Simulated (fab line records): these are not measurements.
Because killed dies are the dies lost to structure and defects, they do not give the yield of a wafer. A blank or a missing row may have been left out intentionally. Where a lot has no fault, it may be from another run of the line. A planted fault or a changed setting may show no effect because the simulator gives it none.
Which tool did it?    flow n5_finfet    35 wafers from 12 lots sampled at 4 of the route's 1938 steps

## WHAT EACH GAUGE READ, for each wafer
N5_MOL_CONTACT_COAG_CD_MEAS_99 targets a cd of 17.2 nm.
lot   measured      on         cd_nm (nm)
L269  day 4 16:16   cd_sem-01  17.5 17.2 17.4
L271  day 5 04:37   cd_sem-02  17.3 17.7 17.2
L273  day 5 16:17   cd_sem-02  18.0 17.9 17.6
L274  day 6 01:40   cd_sem-01  18.3 17.6 16.8
L275  day 6 03:13   cd_sem-03  16.7 17.6 17.6
L277  day 6 19:16   cd_sem-03  17.4 17.3 17.2
L279  day 7 08:42   cd_sem-03  18.0 16.8
L281  day 7 19:14   cd_sem-01  16.5 16.6 17.2
L283  day 8 04:22   cd_sem-03  17.5 17.9 17.9
L289  day 9 15:52   cd_sem-02  18.5 18.1 18.1
L291  day 10 05:55  cd_sem-01  16.7 17.6 17.3
L292  day 10 10:38  cd_sem-03  17.0 17.2 17.3

N5_MOL_CONTACT_COAG_THK_MEAS_29.
lot   measured      on             MD_CAP_THK (nm)
L269  day 5 01:17   film_metro-02  18.03 18.06 17.99
L271  day 5 15:43   film_metro-02  17.90 18.00 17.94
L273  day 5 22:19   film_metro-01  17.80 17.97 17.81
L274  day 6 08:26   film_metro-02  17.70 17.67 17.89
L275  day 6 11:20   film_metro-01  17.90 17.87 17.94
L277  day 7 03:12   film_metro-02  18.06 17.77 17.82
L279  day 7 16:04   film_metro-01  17.72 17.87
L281  day 8 05:40   film_metro-02  17.97 17.89 17.79
L283  day 8 13:19   film_metro-02  17.78 17.85 18.04
L289  day 9 22:27   film_metro-02  17.82 17.95 17.98
L291  day 10 15:11  film_metro-02  18.00 17.99 17.92
L292  day 10 17:59  film_metro-01  17.98 18.14 17.93

## TOOL THAT RAN EACH LOT (tool first, then ch and the chambers of the sampled wafers, then the start)
lot   N5_MOL_CONTACT_COAG_TI_SIL_19  N5_MOL_CONTACT_COAG_ALD_27
L269  pvd_sputter-01, day 4 16:54    ald_sin-04 ch 1,2, day 4 23:25
L271  pvd_sputter-01, day 5 05:23    ald_sin-04 ch 0,1,2, day 5 13:28
L273  pvd_sputter-01, day 5 16:45    ald_sin-04 ch 1,2, day 5 20:26
L274  pvd_sputter-01, day 6 02:10    ald_sin-04 ch 0,2, day 6 06:34
L275  pvd_sputter-01, day 6 03:40    ald_sin-02 ch 0,1, day 6 09:29
L277  pvd_sputter-03, day 6 19:47    ald_sin-03 ch 1,3, day 7 01:10
L279  pvd_sputter-02, day 7 09:11    ald_sin-03 ch 0,3, day 7 14:12
L281  pvd_sputter-02, day 7 19:50    ald_sin-02 ch 1,2, day 8 03:49
L283  pvd_sputter-03, day 8 06:02    ald_sin-04 ch 1,2,3, day 8 11:26
L289  pvd_sputter-03, day 9 16:20    ald_sin-03 ch 0,1,3, day 9 20:26
L291  pvd_sputter-03, day 10 07:50   ald_sin-03 ch 1,2, day 10 13:20
L292  pvd_sputter-02, day 10 11:46   ald_sin-03 ch 0,1,3, day 10 16:07
- N5_MOL_CONTACT_COAG_TI_SIL_19: material Ti, target thk 4.2 nm, time 15 s.
- N5_MOL_CONTACT_COAG_ALD_27: deposits SiOC, target thk 17 nm, pulse time 1.5 s, time 2720 s.

## AS READ BY THE TOOLS THEMSELVES (means over the sampled wafers that have a number; for cases with no such wafer, the mark the record gives instead)
N5_MOL_CONTACT_COAG_TI_SIL_19.
lot   tool            cathode_dc_power_W (W)  throttle_valve_pct (%)
L269  pvd_sputter-01  4999.5                  29.4
L271  pvd_sputter-01  4998.8                  29.0
L273  pvd_sputter-01  4999.5                  29.0
L274  pvd_sputter-01  5000.6                  29.7
L275  pvd_sputter-01  4999.9                  29.5
L277  pvd_sputter-03  5000.2                  30.2
L279  pvd_sputter-02  5000.1                  29.1
L281  pvd_sputter-02  5000.3                  29.8
L283  pvd_sputter-03  4999.6                  30.3
L289  pvd_sputter-03  5000.6                  29.6
L291  pvd_sputter-03  4999.7                  29.9
L292  pvd_sputter-02  4999.9                  30.0

N5_MOL_CONTACT_COAG_ALD_27.
lot   tool        heater_power_outer_w (W)  heater_power_w (W)  precursor_pulse_height_rel  run_length_s (s)
L269  ald_sin-04  524                       828                 1.007                       2769.7
L271  ald_sin-04  521                       832                 0.999                       2770.0
L273  ald_sin-04  533                       831                 0.997                       2769.7
L274  ald_sin-04  513                       829                 0.992                       2770.0
L275  ald_sin-02  550                       820                 0.993                       2770.0
L277  ald_sin-03  498                       795                 0.989                       2769.4
L279  ald_sin-03  532                       878                 1.018                       2769.9
L281  ald_sin-02  525                       833                 0.987                       2769.6
L283  ald_sin-04  519                       828                 0.992                       2940.1
L289  ald_sin-03  510                       836                 1.007                       2769.6
L291  ald_sin-03  477                       754                 0.993                       2770.0
L292  ald_sin-03  509                       820                 1.004                       2769.5

## THE ANSWER, worked out from the rows above alone
Rule: what is usual is taken from the lots themselves. Put in order of their means at a reading, lots are off if they are a third of the lots or fewer, leave a main group of 4 or more, and stand apart from it by a gap of 3 or more times the standard deviation of the main group's means; of several such gaps the widest counts. A main group is skipped when, at the precision printed for the reading in the tables above, its means are all equal. Also off: a lot with no number at a reading for which 4 or more lots have one. The other lots that the step has rows for count as sound. The gauges are gone through in route order, then the tools' own readings, and for those a lot's mean is taken as printed above. The first step at which some lot is off is used, and at that step the reading that is off furthest; a lot without a number counts as furthest.
Off: L283 (N5_MOL_CONTACT_COAG_ALD_27, run_length_s). The main group has a mean of 2769.8 s with a standard deviation of 0.21.
A tool fits if, at that step or a process step before it, it ran every lot that is off, and no sound lot after the first of them. One fits: N5_MOL_CONTACT_COAG_ALD_27 on ald_sin-04. Its last sound lot is L274 (day 6 06:34), its first lot that is off L283 (day 8 11:26): a fault that began between those two fits.
The tool's own readings at N5_MOL_CONTACT_COAG_ALD_27 bear it out: on the lots that are off they differ by more than 5 times the standard deviation of the sound lots' means. run_length_s reads 2940.1 s there against 2769.8 s on the sound lots.

## WHAT THE SIMULATOR HAD INSERTED
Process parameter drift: ald_sin-04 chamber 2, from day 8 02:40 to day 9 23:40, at N5_MOL_CONTACT_COAG_ALD_27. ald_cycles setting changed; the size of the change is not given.
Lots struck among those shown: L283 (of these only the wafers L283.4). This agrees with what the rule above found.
